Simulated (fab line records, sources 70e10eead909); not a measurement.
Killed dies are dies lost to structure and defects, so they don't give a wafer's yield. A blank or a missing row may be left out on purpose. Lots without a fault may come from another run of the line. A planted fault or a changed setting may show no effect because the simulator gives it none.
fab line records | flow nand_harc | part 1 of 2: steps 1 to 22 of 28
record lots=5 wafers=15 last_day=29
route steps=1302 shown A_STAIRCASE@675
lots that met no fault: from a run of the same line without faults
start_h: hours from the record's first day to the start of the lot's first wafer shown | wait_h: hours since the lot's step before | " the same as in the row above | L1.1+2: a row that stands for several wafers | - no value, or no start given | * or withheld: withheld | < > ~ a bound
route shown NAME@n: a module of which the file shows steps, and the number in the route of the first | usual: mean/standard deviation of fault-free wafers | same: alike in all rows | chamber/n: place in a boat | sites: the reading at each site | _std_site: their standard deviation | _edge_site: outer sites' mean less inner sites' | radius_mm: how far each site lies from the wafer's centre | mask NAME#n: copy n | behind: the tool/chamber that last shaped the wafer | hold: why the lot was held/for how many hours/how that ended | device: the transistor (n, p or np) that didn't switch | end of line: the same wafers' tests at the end of the route | a step without rows: its recipe alone | killed: dies lost to structure and defects at the first sort, not the wafer's yield | map: a wafer's dies, x killed, . not, _ none there
set.NAME: the setting as run; set.NAME@STEP: as run at that earlier step | model.NAME: the simulator's own value behind a step, which no gauge read
lots at some steps of the route; a table a step, a row a wafer
services: from which hour (start_h, from the record's first day; less than 0 if before it) a tool's chamber was out of use, for how many hours, and why
## steps
# step NHARC_A_STAIRCASE_ETCH_19
# recipe target_depth_a=1000 time_s=40.5 ion_energy_ev=400 c4f8_flow_sccm=20 o2_flow_sccm=10 ar_flow_sccm=withheld rf_w=600 bias_w=1000 chemistry=C4F8/O2
# usual oes_product_au=0.944/0.011 rf_vpp_V=894/5.2
# columns lot.wafer tool chamber start_h wait_h oes_product_au rf_hours_counter_h rf_vpp_V
L076.3 rie_diel-07 0 - - 0.932 24 901
L076.1 " 1 " " 0.955 21 906
L076.6 " 0 " " 0.926 - 899
L081.3 rie_diel-08 3 - - 0.948 27 890
L081.2 " 1 " " 0.936 19 893
L081.5 " 2 " " 0.948 - 890
L085.2 rie_diel-08 0 - - 0.947 31 898
L085.4 " 1 " " 0.949 25 893
L085.5 " 0 " " 0.948 - 898
L089.2 rie_diel-07 2 - - 0.934 7 898
L089.1 " 3 " " 0.954 6 891
L089.5 " 2 " " 0.940 - 900
L090.1 rie_diel-08 3 - - 0.951 50 891
L090.2 " 0 " " 0.956 48 898
L090.5 " 0 " " 0.959 - 897
# step NHARC_A_STAIRCASE_TRIM_20
# recipe time_s=211.2 o2_flow_sccm=500 ar_flow_sccm=0 bias_w=0 chemistry=O2
# usual drypump_motor_current_A=5.5/0.46 mfc_ar_sccm=0.004/0.0081 oes_product_au=1.003/0.01 rf_vpp_V=57.8/0.93 showerhead_plenum_p_Torr=3.53/0.15 throttle_valve_pct=17.036/0.01
# columns lot.wafer tool chamber start_h wait_h drypump_motor_current_A mfc_ar_sccm oes_product_au rf_hours_counter_h rf_vpp_V showerhead_plenum_p_Torr throttle_valve_pct
L076.3 rie_diel-08 0 358.94 0.1 5.0 0 1.017 1 57.0 3.60 17.035
L076.1 " 3 " " 5.8 0 1.010 2 56.8 3.41 17.040
L076.6 " 1 " " 5.6 0.002 1.005 - 57.1 3.44 17.037
L081.3 rie_diel-01 1 420.22 0.1 5.8 0 0.998 20 57.3 3.29 17.035
L081.2 " 2 " " 5.9 0 0.993 18 57.6 3.70 17.024
L081.5 " 2 " " 5.9 0 1.003 - 57.9 3.70 17.029
L085.4 rie_diel-08 2 438.07 0.1 6.1 0 0.999 28 58.0 3.35 17.034
L085.2 " 0 " " 4.9 0 0.994 31 56.8 3.58 17.041
L085.5 " 3 " " 5.8 0 1.006 - 58.1 3.40 17.044
L089.2 rie_diel-01 2 470.37 0.1 5.9 0 1.004 37 60.4 3.69 17.036
L089.1 " 3 " " 5.5 0.027 1.013 36 57.0 3.63 17.033
L089.5 " 2 " " 5.9 0 1.004 - 57.7 3.69 17.025
L090.1 rie_diel-07 2 484.75 0.1 6.1 0 0.998 11 57.2 3.63 17.031
L090.2 " 0 " " 4.8 0 0.989 7 57.7 3.62 17.047
L090.5 " 1 " " 5.7 0.014 1.020 - 57.8 3.77 17.046
# step NHARC_A_STAIRCASE_ETCH_21
# recipe target_depth_a=1000 time_s=40.5 ion_energy_ev=400 c4f8_flow_sccm=20 o2_flow_sccm=10 ar_flow_sccm=withheld rf_w=600 bias_w=1000 chemistry=C4F8/O2
# usual oes_product_au=0.954/0.018 rf_vpp_V=896/5.6
# columns lot.wafer tool chamber start_h wait_h oes_product_au rf_hours_counter_h rf_vpp_V
L076.1 rie_diel-08 0 - - 0.977 2 899
L076.3 " 3 " " 0.977 2 892
L076.6 " 0 " " 0.973 - 898
L081.3 rie_diel-01 0 - - 0.975 16 893
L081.2 " 2 " " 0.961 18 901
L081.5 " 0 " " 0.975 - 894
L085.2 rie_diel-08 0 - - 0.963 31 898
L085.4 " 3 " " 0.959 33 893
L085.5 " 0 " " 0.966 - 898
L089.1 rie_diel-01 0 - - 0.937 36 893
L089.2 " 1 " " 0.950 37 886
L089.5 " 3 " " 0.937 - 900
L090.2 rie_diel-07 2 - - 0.944 11 900
L090.1 " 1 " " 0.961 8 904
L090.5 " 3 " " 0.980 - 889
# step NHARC_A_STAIRCASE_TRIM_22
# recipe time_s=211.2 o2_flow_sccm=500 ar_flow_sccm=0 bias_w=0 chemistry=O2
# usual drypump_motor_current_A=5.5/0.47 mfc_ar_sccm=0.004/0.0083 oes_product_au=1.003/0.01 rf_vpp_V=57.8/0.97 showerhead_plenum_p_Torr=3.52/0.15 throttle_valve_pct=17.035/0.0086
# columns lot.wafer tool chamber start_h wait_h drypump_motor_current_A mfc_ar_sccm oes_product_au rf_hours_counter_h rf_vpp_V showerhead_plenum_p_Torr throttle_valve_pct
L076.3 rie_diel-08 2 - - 6.1 0 1.012 2 55.9 3.36 17.037
L076.1 " 0 " " 5.0 0 1.020 2 58.1 3.60 17.039
L076.6 " 3 " " 5.8 0 1.006 - 56.7 3.41 17.036
L081.3 rie_diel-01 1 - - 5.8 0 1.010 20 56.9 3.29 17.030
L081.2 " 2 " " 5.9 0 0.990 19 57.8 3.70 17.030
L081.5 " 0 " " 4.9 0 1.000 - 57.4 3.46 17.029
L085.2 rie_diel-08 3 - - 5.8 0 1.021 33 57.7 3.40 17.020
L085.4 " 0 " " 5.0 0 1.003 32 58.5 3.58 17.030
L085.5 " 2 " " 6.1 0 0.999 - 58.1 3.35 17.033
L089.2 rie_diel-01 0 - - 4.9 0 1.002 36 57.6 3.45 17.038
L089.1 " 2 " " 5.9 0 1.000 38 59.1 3.69 17.044
L089.5 " 0 " " 4.9 0 1.006 - 59.0 3.45 17.021
L090.2 rie_diel-07 2 - - 6.1 0 0.992 11 58.8 3.63 17.046
L090.1 " 3 " " 4.7 0 0.995 9 58.8 3.38 17.033
L090.5 " 1 " " 5.7 0.014 1.013 - 57.8 3.77 17.041
# step NHARC_A_STAIRCASE_ETCH_23
# recipe target_depth_a=1000 time_s=40.5 ion_energy_ev=400 c4f8_flow_sccm=20 o2_flow_sccm=10 ar_flow_sccm=withheld rf_w=600 bias_w=1000 chemistry=C4F8/O2
# usual oes_product_au=0.948/0.014 rf_vpp_V=896/5.8
# columns lot.wafer tool chamber start_h wait_h oes_product_au rf_hours_counter_h rf_vpp_V
L076.1 rie_diel-08 0 - - 0.963 2 898
L076.3 " 1 " " 0.957 2 893
L076.6 " 2 " " 0.945 - 890
L081.3 rie_diel-01 2 - - 0.953 19 902
L081.2 " 1 " " 0.959 20 888
L081.5 " 3 " " 0.953 - 901
L085.4 rie_diel-08 1 - - 0.944 25 893
L085.2 " 2 " " 0.939 29 889
L085.5 " 1 " " 0.931 - 893
L089.1 rie_diel-01 0 - - 0.955 36 894
L089.2 " 3 " " 0.969 37 899
L089.5 " 0 " " 0.948 - 894
L090.2 rie_diel-07 1 - - 0.959 8 905
L090.1 " 3 " " 0.959 9 890
L090.5 " 2 " " 0.943 - 899
# step NHARC_A_STAIRCASE_TRIM_24
# recipe time_s=211.2 o2_flow_sccm=500 ar_flow_sccm=0 bias_w=0 chemistry=O2
# usual drypump_motor_current_A=5.5/0.49 mfc_ar_sccm=0.004/0.0085 oes_product_au=1.001/0.01 rf_vpp_V=57.7/0.86 showerhead_plenum_p_Torr=3.52/0.15 throttle_valve_pct=17.038/0.0092
# columns lot.wafer tool chamber start_h wait_h drypump_motor_current_A mfc_ar_sccm oes_product_au rf_hours_counter_h rf_vpp_V showerhead_plenum_p_Torr throttle_valve_pct
L076.3 rie_diel-08 2 - - 6.1 0 0.996 2 56.5 3.36 17.024
L076.1 " 3 " " 5.8 0 1.005 2 57.4 3.41 17.034
L076.6 " 3 " " 5.8 0 1.010 - 57.8 3.41 17.049
L081.3 rie_diel-01 2 - - 5.9 0 0.998 19 57.8 3.70 17.034
L081.2 " 3 " " 5.5 0.027 1.000 13 60.0 3.64 17.025
L081.5 " 2 " " 5.9 0 0.994 - 60.1 3.70 17.029
L085.4 rie_diel-08 0 - - 5.0 0 0.991 32 58.0 3.58 17.041
L085.2 " 1 " " 5.6 0.002 0.992 25 57.5 3.43 17.050
L085.5 " 3 " " 5.8 0 1.001 - 57.8 3.39 17.048
L089.1 rie_diel-01 3 - - 5.5 0.027 1.011 37 58.3 3.63 17.032
L089.2 " 2 " " 5.9 0 1.007 38 57.3 3.69 17.034
L089.5 " 3 " " 5.6 0.027 1.011 - 57.8 3.63 17.033
L090.1 rie_diel-07 3 - - 4.7 0 1.009 9 56.3 3.38 17.045
L090.2 " 1 " " 5.7 0.014 1.014 8 60.2 3.77 17.042
L090.5 " 3 " " 4.7 0 1.012 - 56.9 3.38 17.023
# step NHARC_A_STAIRCASE_ETCH_25
# recipe target_depth_a=1000 time_s=40.5 ion_energy_ev=400 c4f8_flow_sccm=20 o2_flow_sccm=10 ar_flow_sccm=withheld rf_w=600 bias_w=1000 chemistry=C4F8/O2
# usual oes_product_au=0.946/0.013 rf_vpp_V=896/5.5
# columns lot.wafer tool chamber start_h wait_h oes_product_au rf_hours_counter_h rf_vpp_V
L076.1 rie_diel-08 1 - - 0.947 2 892
L076.3 " 2 " " 0.938 2 890
L076.6 " 3 " " 0.955 - 892
L081.3 rie_diel-01 3 - - 0.953 13 900
L081.2 " 0 " " 0.954 16 894
L081.5 " 2 " " 0.948 - 901
L085.2 rie_diel-08 1 - - 0.952 25 893
L085.4 " 2 " " 0.958 29 890
L085.5 " 1 " " 0.950 - 892
L089.1 rie_diel-01 1 - - 0.972 37 886
L089.2 " 2 " " 0.972 38 902
L089.5 " 3 " " 0.959 - 899
L090.1 rie_diel-07 3 - - 0.948 10 891
L090.2 " 1 " " 0.966 8 904
L090.5 " 2 " " 0.948 - 900
# step NHARC_A_STAIRCASE_TRIM_26
# recipe time_s=211.2 o2_flow_sccm=500 ar_flow_sccm=0 bias_w=0 chemistry=O2
# usual drypump_motor_current_A=5.5/0.48 mfc_ar_sccm=0.004/0.0081 oes_product_au=1.001/0.01 rf_vpp_V=57.6/0.93 showerhead_plenum_p_Torr=3.52/0.15 throttle_valve_pct=17.037/0.0092
# columns lot.wafer tool chamber start_h wait_h drypump_motor_current_A mfc_ar_sccm oes_product_au rf_hours_counter_h rf_vpp_V showerhead_plenum_p_Torr throttle_valve_pct
L076.1 rie_diel-08 3 - - 5.8 0 1.015 2 57.1 3.41 17.033
L076.3 " 1 " " 5.6 0.002 0.994 2 58.2 3.44 17.042
L076.6 " 2 " " 6.1 0 1.007 - 57.2 3.36 17.050
L081.3 rie_diel-01 1 - - 5.8 0 0.993 20 57.7 3.29 17.038
L081.2 " 3 " " 5.5 0.027 0.993 13 56.3 3.64 17.030
L081.5 " 0 " " 4.9 0 0.995 - 55.7 3.46 17.053
L085.4 rie_diel-08 1 - - 5.6 0.002 0.985 25 56.1 3.43 17.050
L085.2 " 0 " " 5.0 0 1.007 32 57.0 3.58 17.024
L085.5 " 1 " " 5.7 0.002 0.987 - 57.1 3.43 17.023
L089.1 rie_diel-01 1 - - 5.8 0 1.001 37 56.7 3.28 17.034
L089.2 " 3 " " 5.5 0.027 1.007 37 58.6 3.63 17.044
L089.5 " 1 " " 5.8 0 1.000 - 56.7 3.28 17.059
L090.2 rie_diel-07 0 - - 4.8 0 0.984 7 58.8 3.62 17.041
L090.1 " 1 " " 5.7 0.014 1.004 8 58.8 3.77 17.025
L090.5 " 0 " " 4.8 0 0.986 - 58.1 3.62 17.031
# step NHARC_A_STAIRCASE_ETCH_27
# recipe target_depth_a=1000 time_s=40.5 ion_energy_ev=400 c4f8_flow_sccm=20 o2_flow_sccm=10 ar_flow_sccm=withheld rf_w=600 bias_w=1000 chemistry=C4F8/O2
# usual oes_product_au=0.945/0.012 rf_vpp_V=895/5.5
# columns lot.wafer tool chamber start_h wait_h oes_product_au rf_hours_counter_h rf_vpp_V
L076.3 rie_diel-08 0 - - 0.966 2 898
L076.1 " 3 " " 0.946 2 892
L076.6 " 1 " " 0.939 - 894
L081.3 rie_diel-01 3 - - 0.950 13 899
L081.2 " 1 " " 0.936 20 886
L081.5 " 3 " " 0.957 - 897
L085.4 rie_diel-08 3 - - 0.959 33 892
L085.2 " 0 " " 0.954 32 898
L085.5 " 1 " " 0.938 - 892
L089.1 rie_diel-01 1 - - 0.941 37 886
L089.2 " 2 " " 0.953 38 904
L089.5 " 2 " " 0.950 - 902
L090.2 rie_diel-07 1 - - 0.954 8 902
L090.1 " 2 " " 0.950 11 899
L090.5 " 3 " " 0.946 - 892
# step NHARC_A_STAIRCASE_STRIP_175
# recipe power_w=1500 temp_c=250 chemistry=O2
# usual drypump_motor_current_A=5.9/0.4 heater_power_w=327/31 rf_refl_power_W=24/9.8
# columns lot.wafer tool chamber start_h wait_h drypump_motor_current_A heater_power_w rf_hours_counter_h rf_refl_power_W
L076.1 plasma_asher-01 0 360.06 0.1 5.6 361 5 -
L076.3 " 1 " " 5.2 324 - -
L076.6 " 1 " " 5.2 322 - -
L081.2 plasma_asher-02 1 421.34 0.1 6.2 346 1 -
L081.3 " 0 " " 6.2 287 - -
L081.5 " 0 " " 6.2 282 - -
L085.2 plasma_asher-02 0 439.49 0.4 6.2 295 6 33
L085.4 " 0 " " 6.2 280 - 32
L085.5 " 1 " " 6.2 353 - 14
L089.1 plasma_asher-02 1 471.81 0.1 6.2 345 11 -
L089.2 " 0 " " 6.2 284 11 -
L089.5 " 1 " " 6.1 345 - -
L090.1 plasma_asher-02 0 485.80 0.1 6.2 282 13 33
L090.2 " 1 " " 6.1 348 13 13
L090.5 " 0 " " 6.3 287 - 32
# step NHARC_A_STAIRCASE_STRIP_148
# recipe time_s=900 temp_c=130 chemistry=SPM
# columns lot.wafer tool chamber start_h wait_h
L076.6+1+3 wet_bench-03 2,4,5 360.37 0.1
L081.3+5+2 wet_bench-02 6,0,1 421.66 0.2
L085.2+5+4 wet_bench-02 4,5,6 439.87 0.3
L089.1+2+5 wet_bench-01 3,5,7 472.16 0.3
L090.2+1+5 wet_bench-02 7,0,3 486.16 0.3
# step NHARC_A_STAIRCASE_PRECLEAN_149
# recipe time_s=* temp_c=50 bath_age_min=0 chemistry=SC1
# columns lot.wafer tool chamber start_h wait_h
L076.6+1+3 wet_bench-03 2,4,5 - -
L081.3+5+2 wet_bench-02 6,0,1 - -
L085.2+5+4 wet_bench-02 4,5,6 - -
L089.1+2+5 wet_bench-01 3,5,7 - -
L090.2+1+5 wet_bench-02 7,0,3 - -
# step NHARC_A_STAIRCASE_SRD_150
# columns lot.wafer tool chamber start_h wait_h
L076.6+1+3 wet_bench-03 2,4,5 - -
L081.3+5+2 wet_bench-02 6,0,1 - -
L085.2+5+4 wet_bench-02 4,5,6 - -
L089.1+2+5 wet_bench-01 3,5,7 - -
L090.2+1+5 wet_bench-02 7,0,3 - -
# step NHARC_A_STAIRCASE_DEHYDRATE_176
# recipe temp_c=150 time_s=120
# usual exhaust_pa=44.9/0.98
# columns lot.wafer tool chamber start_h wait_h exhaust_pa
L076.1 litho_track-02 0 360.81 - 46.0
L076.3 " 0 " " 44.9
L076.6 " 0 " " 44.2
L081.2 litho_track-02 0 422.10 - 45.8
L081.3 " 0 " " 44.5
L081.5 " 0 " " 46.5
L085.2 litho_track-02 0 440.30 - 43.7
L085.4 " 0 " " 43.2
L085.5 " 0 " " 43.5
L089.1 litho_track-02 0 472.61 - 44.8
L089.2 " 0 " " 44.6
L089.5 " 0 " " 45.4
L090.1 litho_track-02 0 486.60 - 45.6
L090.2 " 0 " " 44.9
L090.5 " 0 " " 44.7
# step NHARC_A_STAIRCASE_HMDS_177
# recipe time_s=30
# usual exhaust_pa=44.9/0.86
# columns lot.wafer tool chamber start_h wait_h exhaust_pa
L076.1 litho_track-02 0 - - 44.8
L076.3 " 0 " " 44.6
L076.6 " 0 " " 45.7
L081.2 litho_track-02 0 - - 44.7
L081.3 " 0 " " 45.8
L081.5 " 0 " " 45.7
L085.2 litho_track-02 0 - - 45.4
L085.4 " 0 " " 45.4
L085.5 " 0 " " 45.2
L089.1 litho_track-02 0 - - 45.0
L089.2 " 0 " " 44.8
L089.5 " 0 " " 45.8
L090.1 litho_track-02 0 - - 43.2
L090.2 " 0 " " 44.5
L090.5 " 0 " " 43.0
# step NHARC_A_STAIRCASE_COAT_178
# recipe spin_rpm=1200
# usual exhaust_pa=45.1/0.8
# columns lot.wafer tool chamber start_h wait_h exhaust_pa
L076.1 litho_track-02 0 - - 44.8
L076.3 " 0 " " 44.1
L076.6 " 0 " " 45.6
L081.2 litho_track-02 0 - - 44.8
L081.3 " 0 " " 45.0
L081.5 " 0 " " 45.4
L085.2 litho_track-02 0 - - 46.9
L085.4 " 0 " " 45.9
L085.5 " 0 " " 45.9
L089.1 litho_track-02 0 - - 45.2
L089.2 " 0 " " 44.7
L089.5 " 0 " " 45.5
L090.1 litho_track-02 0 - - 43.7
L090.2 " 0 " " 45.4
L090.5 " 0 " " 45.5
# step NHARC_A_STAIRCASE_SOFTBAKE_179
# recipe temp_c=135 time_s=170
# usual exhaust_pa=45.1/0.99
# columns lot.wafer tool chamber start_h wait_h exhaust_pa
L076.1 litho_track-02 0 - - 44.3
L076.3 " 0 " " 46.1
L076.6 " 0 " " 44.8
L081.2 litho_track-02 0 - - 45.9
L081.3 " 0 " " 44.5
L081.5 " 0 " " 45.3
L085.2 litho_track-02 0 - - 47.0
L085.4 " 0 " " 44.4
L085.5 " 0 " " 45.7
L089.1 litho_track-02 0 - - 44.8
L089.2 " 0 " " 46.8
L089.5 " 0 " " 47.1
L090.1 litho_track-02 0 - - 45.6
L090.2 " 0 " " 43.4
L090.5 " 0 " " 44.6
# step NHARC_A_STAIRCASE_EBR_180
# usual exhaust_pa=44.7/0.82
# columns lot.wafer tool chamber start_h wait_h exhaust_pa
L076.1 litho_track-02 0 - - 43.6
L076.3 " 0 " " 44.8
L076.6 " 0 " " 43.4
L081.2 litho_track-02 0 - - 45.2
L081.3 " 0 " " 45.8
L081.5 " 0 " " 44.7
L085.2 litho_track-02 0 - - 44.9
L085.4 " 0 " " 45.1
L085.5 " 0 " " 45.5
L089.1 litho_track-02 0 - - 45.8
L089.2 " 0 " " 44.5
L089.5 " 0 " " 45.5
L090.1 litho_track-02 0 - - 45.8
L090.2 " 0 " " 43.5
L090.5 " 0 " " 45.0
# step NHARC_A_STAIRCASE_EXPOSE_181
# recipe na=0.5 dose_mj=27.87 mask_id=STAIR_2
# columns lot.wafer tool chamber start_h wait_h mask
L076.1+3+6 krf_scanner-01 0 361.02 - STAIR_2#0
L081.2+3+5 krf_scanner-04 0 422.43 - STAIR_2#0
L085.2+4+5 krf_scanner-03 0 440.63 - STAIR_2#0
L089.1+2+5 krf_scanner-04 0 472.94 - STAIR_2#0
L090.1+2+5 krf_scanner-01 0 486.93 - STAIR_2#0
# step NHARC_A_STAIRCASE_PEB_182
# recipe peb_temp_c=115 peb_time_s=130
# usual exhaust_pa=45.1/0.84
# columns lot.wafer tool chamber start_h wait_h exhaust_pa
L076.1 litho_track-02 0 361.08 0.1 46.0
L076.3 " 0 " " 45.9
L076.6 " 0 " " 45.7
L081.2 litho_track-02 0 422.50 0.1 45.4
L081.3 " 0 " " 47.0
L081.5 " 0 " " 46.2
L085.2 litho_track-03 0 440.69 0.1 45.5
L085.4 " 0 " " 45.6
L085.5 " 0 " " 44.8
L089.1 litho_track-02 0 473.01 0.1 47.3
L089.2 " 0 " " 45.5
L089.5 " 0 " " 46.4
L090.1 litho_track-02 0 487.00 0.1 44.8
L090.2 " 0 " " 45.2
L090.5 " 0 " " 45.4
# step NHARC_A_STAIRCASE_DEVELOP_183
# recipe time_s=140
# usual exhaust_pa=44.9/0.95
# columns lot.wafer tool chamber start_h wait_h exhaust_pa
L076.1 litho_track-02 0 - - 45.5
L076.3 " 0 " " 45.5
L076.6 " 0 " " 46.4
L081.2 litho_track-02 0 - - 46.8
L081.3 " 0 " " 45.5
L081.5 " 0 " " 45.3
L085.2 litho_track-03 0 - - 44.7
L085.4 " 0 " " 44.2
L085.5 " 0 " " 43.0
L089.1 litho_track-02 0 - - 45.5
L089.2 " 0 " " 45.2
L089.5 " 0 " " 43.9
L090.1 litho_track-02 0 - - 45.8
L090.2 " 0 " " 45.6
L090.5 " 0 " " 46.1
# step NHARC_A_STAIRCASE_HARDBAKE_185
# recipe temp_c=120 time_s=140
# usual exhaust_pa=45.0/0.85
# columns lot.wafer tool chamber start_h wait_h exhaust_pa
L076.1 litho_track-03 0 361.30 - 44.3
L076.3 " 0 " " 45.4
L076.6 " 0 " " 45.2
L081.2 litho_track-05 0 422.72 - 44.4
L081.3 " 0 " " 44.2
L081.5 " 0 " " 44.3
L085.2 litho_track-05 0 440.92 - 44.2
L085.4 " 0 " " 43.4
L085.5 " 0 " " 46.1
L089.1 litho_track-03 0 473.22 - 45.0
L089.2 " 0 " " 44.8
L089.5 " 0 " " 45.6
L090.1 litho_track-03 0 487.22 - 44.7
L090.2 " 0 " " 43.8
L090.5 " 0 " " 44.7
